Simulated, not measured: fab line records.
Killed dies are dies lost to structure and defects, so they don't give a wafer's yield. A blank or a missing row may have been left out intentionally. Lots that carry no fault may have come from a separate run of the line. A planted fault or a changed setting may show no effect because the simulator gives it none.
What tool caused it? ; flow nand-harc ; 36 wafers from 12 lots sampled at 6 of the route's 1159 steps

## WHAT THE GAUGES READ, wafer by wafer
NHARC_P_GATE_INSPECT_68. Usual: raw-defect-count at 212, with a standard deviation of 77.
lot;measured;on;raw-defect-count;flag
L352;day 6 15:33;defect-inspect-01;266 239 226;
L355;day 7 06:05;defect-inspect-02;276 133 192;
L356;day 7 10:12;defect-inspect-02;142 152 193;
L357;day 7 10:28;defect-inspect-01;93 128 93;
L359;day 8 00:46;defect-inspect-01;188 204 259;
L361;day 8 22:13;defect-inspect-02;177 206 1094;OFF
L360;day 8 22:59;defect-inspect-01;1039 198 1151;OFF
L362;day 9 04:42;defect-inspect-01;116 121 127;
L363;day 9 09:14;defect-inspect-01;208 927 882;OFF
L369;day 10 20:58;defect-inspect-02;164 217 318;
L370;day 10 21:25;defect-inspect-02;295 224 283;
L371;day 10 21:51;defect-inspect-01;122 165 175;

NHARC_P_CONTACT_OVL_MEAS_13. Usual: overlay-x-nm -0.1 nm, standard deviation 0.88; overlay-y-nm 0.1 nm, standard deviation 0.87.
lot;measured;on;overlay-x-nm (nm);overlay-y-nm (nm);flag
L352;day 6 17:08;overlay-01;-0.5 -0.6 -0.6;-0.9 -0.8 -1.6;
L355;day 7 07:47;overlay-01;-0.6 -1.2 -1.4;0.7 0.8 0.4;
L356;day 7 11:54;overlay-02;-0.6 -1.1 -1.2;1.0 0.6 0.7;
L357;day 7 12:13;overlay-01;1.5 1.7 1.7;1.3 1.9 1.0;
L359;day 8 02:20;overlay-01;1.1 0.9 0.6;0.3 -0.1 0.3;
L361;day 8 23:55;overlay-02;2.3 2.1 2.0;-0.2 0.4 -0.2;
L360;day 9 00:47;overlay-02;-0.5 -0.8 -0.9;-0.7 -0.7 -0.8;
L362;day 9 06:25;overlay-01;-0.4 -0.3 -0.5;0.6 1.5 1.2;
L363;day 9 11:10;overlay-01;0.2 0.3 0.2;-1.1 -1.2 -1.1;
L369;day 10 22:34;overlay-01;-0.9 -0.2 -0.1;1.0 0.5 0.4;
L370;day 10 23:14;overlay-02;-1.1 -0.5 -1.1;0.2 0.3 0.0;
L371;day 10 23:35;overlay-01;-0.5 -0.3 -0.4;0.5 0.5 1.5;

NHARC_END_SORT_01. Usual: killed-at-array 28, standard deviation 11; killed-at-other 0.7, standard deviation 0.88; killed-at-periphery 3.1, standard deviation 2.2; killed-dies 31, standard deviation 12; killed-open 3.3, standard deviation 2; killed-short 2.0, standard deviation 1.6.
lot;measured;on;killed-at-array;killed-at-other;killed-at-periphery;killed-dies;killed-open;killed-short;flag
L357;day 21 20:15;prober-02;20 14 14;1 2 1;2 1 0;23 17 15;2 2 1;6 6 0;
L359;day 21 22:43;prober-01;27 25 23;0 1 1;3 4 4;30 30 28;3 1 5;3 2 3;
L361;day 22 14:23;prober-01;28 29 24;1 0 0;1 6 103;30 35 127;1 5 0;2 2 4;OFF
L360;day 22 22:05;prober-02;32 37 40;0 0 0;94 1 102;126 38 142;1 4 5;6 0 4;OFF
L362;day 23 16:56;prober-01;33 23 30;1 3 0;0 2 4;34 28 34;1 4 2;3 2 2;
L363;day 23 17:41;prober-02;13 18 10;0 0 0;2 101 97;15 119 107;2 2 1;2 3 1;OFF

## EACH LOT AND THE TOOL THAT RAN IT (in order: tool; ch and the chambers of the sampled wafers; start)
lot;NHARC_P_GATE_DESCUM_61;NHARC_P_GATE_STRIP_112;NHARC_P_GATE_STRIP_76
L352;rie-diel-05 ch 0,2, day 6 10:40;plasma-asher-02 ch 0,1, day 6 11:04;plasma-asher-02 ch 0,1, day 6 11:19
L355;rie-diel-05 ch 0,2,3, day 7 01:17;plasma-asher-01 ch 0,1, day 7 01:38;plasma-asher-01 ch 0,1, day 7 01:53
L356;rie-diel-05 ch 0,2, day 7 05:28;plasma-asher-01 ch 0,1, day 7 05:50;plasma-asher-01 ch 0,1, day 7 06:05
L357;rie-diel-05 ch 1,2, day 7 05:41;plasma-asher-01 ch 0,1, day 7 06:14;plasma-asher-01 ch 0,1, day 7 06:26
L359;rie-diel-11 ch 0,2,3, day 7 19:53;plasma-asher-02 ch 0,1, day 7 20:16;plasma-asher-02 ch 0,1, day 7 20:31
L361;rie-diel-05 ch 0,2,3, day 8 17:37;plasma-asher-01 ch 0,1, day 8 17:58;plasma-asher-01 ch 0,1, day 8 18:14
L360;rie-diel-05 ch 0,1,2, day 8 17:59;plasma-asher-01 ch 0,1, day 8 18:40;plasma-asher-01 ch 0,1, day 8 18:52
L362;rie-diel-05 ch 2,3, day 8 23:54;plasma-asher-02 ch 0,1, day 9 00:19;plasma-asher-02 ch 0,1, day 9 00:33
L363;rie-diel-05 ch 0,1, day 9 04:20;plasma-asher-01 ch 0,1, day 9 04:49;plasma-asher-01 ch 0,1, day 9 05:00
L369;rie-diel-05 ch 0,2,3, day 10 15:12;plasma-asher-02 ch 0,1, day 10 15:35;plasma-asher-02 ch 0,1, day 10 15:50
L370;rie-diel-05 ch 2,3, day 10 15:49;plasma-asher-02 ch 0, day 10 16:15;plasma-asher-02 ch 0, day 10 16:29
L371;rie-diel-05 ch 1,2,3, day 10 16:04;plasma-asher-02 ch 0,1, day 10 16:32;plasma-asher-02 ch 0,1, day 10 16:47
- NHARC_P_GATE_DESCUM_61: chemistry O2, time 3 s.
- NHARC_P_GATE_STRIP_112: strips in N2/H2, time 200 s.
- NHARC_P_GATE_STRIP_76: strips in O2.

## WHAT THE TOOLS THEMSELVES READ (means of the sampled wafers that have a number; where no wafer has one, the mark that the record gives instead)
NHARC_P_GATE_DESCUM_61. Usual: drypump-motor-current-A 5.5 A, standard deviation 0.34; oes-product-au 1.002 a.u., standard deviation 0.013; rf-vpp-V 57.5 V, standard deviation 0.84; showerhead-plenum-p-Torr 1.86 Torr, standard deviation 0.055; throttle-valve-pct 11.312 %, standard deviation 0.0084.
lot;tool;drypump-motor-current-A (A);oes-product-au (a.u.);rf-vpp-V (V);showerhead-plenum-p-Torr (Torr);throttle-valve-pct (%);flag
L352;rie-diel-05;5.6;1.004;57.7;1.83;11.311;
L355;rie-diel-05;5.6;1.010;56.4;1.83;11.313;
L356;rie-diel-05;5.6;0.996;58.3;1.83;11.309;
L357;rie-diel-05;5.5;1.000;57.1;1.86;11.311;
L359;rie-diel-11;5.5;0.995;57.4;1.89;11.320;
L361;rie-diel-05;5.5;1.012;57.2;1.83;11.316;
L360;rie-diel-05;5.5;0.997;57.3;1.84;11.315;
L362;rie-diel-05;5.6;1.017;57.0;1.85;11.312;
L363;rie-diel-05;5.5;0.992;57.8;1.82;11.309;
L369;rie-diel-05;5.5;1.001;57.7;1.83;11.309;
L370;rie-diel-05;5.5;1.015;57.7;1.84;11.310;
L371;rie-diel-05;5.5;1.008;57.3;1.85;11.319;

NHARC_P_GATE_STRIP_112. Usual: drypump-motor-current-A 5.7 A, standard deviation 0.41; heater-power-w 85 W, standard deviation 11.
lot;tool;drypump-motor-current-A (A);heater-power-w (W);flag
L352;plasma-asher-02;6.1;97;
L355;plasma-asher-01;5.4;77;
L356;plasma-asher-01;5.5;74;
L357;plasma-asher-01;5.5;74;
L359;plasma-asher-02;6.1;95;
L361;plasma-asher-01;5.5;74;
L360;plasma-asher-01;5.4;78;
L362;plasma-asher-02;6.1;96;
L363;plasma-asher-01;5.4;77;
L369;plasma-asher-02;6.1;98;
L370;plasma-asher-02;6.4;101;
L371;plasma-asher-02;6.1;96;

NHARC_P_GATE_STRIP_76. Usual: drypump-motor-current-A 5.7 A, standard deviation 0.41; heater-power-w 320 W, standard deviation 39.
lot;tool;drypump-motor-current-A (A);heater-power-w (W);flag
L352;plasma-asher-02;6.1;360;
L355;plasma-asher-01;5.4;292;
L356;plasma-asher-01;5.5;276;
L357;plasma-asher-01;5.5;280;
L359;plasma-asher-02;6.1;357;
L361;plasma-asher-01;5.5;274;
L360;plasma-asher-01;5.4;287;
L362;plasma-asher-02;6.1;362;
L363;plasma-asher-01;5.4;290;
L369;plasma-asher-02;6.1;366;
L370;plasma-asher-02;6.4;375;
L371;plasma-asher-02;6.1;364;

## THE ANSWER, worked out from the rows above alone
Rule: take the mean of a lot's wafers that have a number; if it is more than 3 standard deviations from the usual mean, the lot is off. A lot without any number at a reading at which 4 lots or more have one is off too. Any other lot the step has rows for is counted as sound. The gauges are gone through in route order, then the tools' own readings, and for those a lot's mean is taken as printed above. The first step at which some lot is off is used, and at that step the reading that is off furthest; a lot without a number counts as furthest.
Off, at NHARC_P_GATE_INSPECT_68 on raw-defect-count: L361, L360, L363.
A tool fits if, at a process step before that reading, it ran every lot that is off, and no sound lot after the first of them. The gauges at NHARC_P_GATE_INSPECT_68 aren't tried: what is off there is off at NHARC_END_SORT_01 too, on other tools, and a gauge's error can't cause that. One fits: NHARC_P_GATE_STRIP_112 and NHARC_P_GATE_STRIP_76 on plasma-asher-01. At NHARC_P_GATE_STRIP_112 its last sound lot is L357 (day 7 06:14), its first lot that is off L361 (day 8 17:58): a fault that began between those two fits.

## WHAT THE SIMULATOR HAD INSERTED
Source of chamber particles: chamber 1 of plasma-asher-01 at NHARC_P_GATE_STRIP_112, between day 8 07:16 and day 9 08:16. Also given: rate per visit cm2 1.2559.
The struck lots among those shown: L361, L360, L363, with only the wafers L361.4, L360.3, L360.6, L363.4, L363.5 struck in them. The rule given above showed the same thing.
